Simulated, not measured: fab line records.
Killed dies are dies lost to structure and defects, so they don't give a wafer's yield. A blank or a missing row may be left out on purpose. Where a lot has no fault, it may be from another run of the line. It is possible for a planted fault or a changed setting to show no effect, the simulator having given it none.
Lot-split experiment + flow n5_finfet + route with 1938 steps; 7 lots, 21 wafers read

SPLIT DETAILS
At N5_BEOL_M2_DESCUM_16 (chemistry O2, time 7 s), the setting time_s was moved away from the recipe's 7 s on 10 of the 21 wafers read, by -19.8% to +17.5%. This setting was run at the recipe's value on the other wafers.

Reading taken at the split's own step.

THE READING
CAR-EUV_of_BEOL_M2_COAT_05.thk_nm (the simulator's own value, which no gauge read), in nm, at N5_BEOL_M2_DESCUM_16 (chemistry O2, time 7 s). The file does not state a usual value for it. Here, 11 wafers ran the recipe; their average is 26.2 nm with a standard deviation of 0.11 nm.

| wafer  | tool, chamber at the split | time_s as run, s | against the recipe | CAR-EUV_of_BEOL_M2_COAT_05.thk_nm, nm | against lot-mates on the recipe |
|--------|----------------------------|------------------|--------------------|---------------------------------------|---------------------------------|
| L079.1 | rie_diel-04, 0             | 7                | recipe             | 26                                    | -                               |
| L079.2 | rie_diel-04, 2             | 7                | recipe             | 26.2                                  | -                               |
| L079.5 | rie_diel-04, 2             | 6.315            | -9.8%              | 26.4                                  | +0.3                            |
| L081.2 | rie_diel-05, 2,3           | 7                | recipe             | 26.2                                  | -                               |
| L081.3 | rie_diel-05, 2,3           | 7                | recipe             | 26.2                                  | -                               |
| L081.6 | rie_diel-05, 0             | 7                | recipe             | 26.4                                  | -                               |
| L083.4 | rie_diel-04, 1,3           | 7.485            | +6.9%              | 25.8                                  | no lot-mate on the recipe       |
| L083.5 | rie_diel-04, 1,3           | 7.485            | +6.9%              | 25.8                                  | no lot-mate on the recipe       |
| L083.6 | rie_diel-04, 0             | 7.485            | +6.9%              | 26                                    | no lot-mate on the recipe       |
| L089.1 | rie_diel-05, 2,3           | 7                | recipe             | 26.2                                  | -                               |
| L089.6 | rie_diel-05, 2,3           | 7                | recipe             | 26.2                                  | -                               |
| L089.4 | rie_diel-05, 3             | 6.235            | -10.9%             | 26.4                                  | +0.2                            |
| L091.1 | rie_diel-04, 3             | 7                | recipe             | 26                                    | -                               |
| L091.3 | rie_diel-04, 2             | 7                | recipe             | 26.2                                  | -                               |
| L091.4 | rie_diel-04, 3             | 8.225            | +17.5%             | 25.4                                  | -0.7                            |
| L094.1 | rie_diel-04, 2             | 5.611            | -19.8%             | 27                                    | +0.9                            |
| L094.4 | rie_diel-04, 1             | 7                | recipe             | 26                                    | -                               |
| L094.6 | rie_diel-04, 2             | 7                | recipe             | 26.2                                  | -                               |
| L095.1 | rie_diel-04, 1,3,3         | 6.291            | -10.1%             | 26.4                                  | no lot-mate on the recipe       |
| L095.3 | rie_diel-04, 1,3,3         | 6.291            | -10.1%             | 26.4                                  | no lot-mate on the recipe       |
| L095.6 | rie_diel-04, 1,3,3         | 6.291            | -10.1%             | 26.4                                  | no lot-mate on the recipe       |
If several chambers appear in one row, that row covers several wafers at once and the file leaves open which wafer was in which chamber.

THE FIT
A straight line over all 21 wafers: CAR-EUV_of_BEOL_M2_COAT_05.thk_nm changes by -0.0362 nm for each +1% of time_s; r = -0.93; the points scatter about the line by 0.12 nm.
The same after taking each lot's own level away (the mean of its wafers on the recipe; 15 wafers): -0.0388 nm for each +1%; r = -0.95; scatter 0.11 nm.
That fit puts the effect of the largest move of time_s on the reading at 0.77 nm.
Across the lots, their own levels run from 26.10 to 26.27 nm, a range of 1.4 times the standard deviation given above.
Consequently the slope shifts little with the lot-to-lot level, the two slopes agreeing.
Check: with one of the wafers moved furthest among these (-19.8%) left out of the fit, the line predicts +0.642 nm for it against its lot-mates. Against them it came out at +0.9 nm.

OTHER SPLITS ON THESE WAFERS
Before the reading, these wafers also passed through other splits. Each is held against what the fit with the lots' levels taken away leaves over:
| other split on the same wafers            | wafers away from the commonest value | r with CAR-EUV_of_BEOL_M2_COAT_05.thk_nm (lot level and that fit taken away) |
|-------------------------------------------|--------------------------------------|------------------------------------------------------------------------------|
| N5_MOL_CONTACT_COAG_EXPOSE_05 dose_mj     | 6                                    | +0.02                                                                        |
| N5_MOL_CONTACT_COAG_ALD_133 ald_cycles    | 5                                    | -0.22                                                                        |
| N5_BEOL_M0_SAQP_SPACER1_ALD_98 ald_cycles | 4                                    | -0.23                                                                        |
| N5_BEOL_M0_SAQP_ETCH_107 bias_w           | 4                                    | -0.21                                                                        |
| N5_BEOL_M1_TRENCH_ETCH_37 source_w        | 6                                    | +0.29                                                                        |

THE FILE'S OWN FIT
CAR-EUV_of_BEOL_M2_COAT_05.thk_nm changes by -0.0385 nm for each +1% of time_s, r = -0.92.
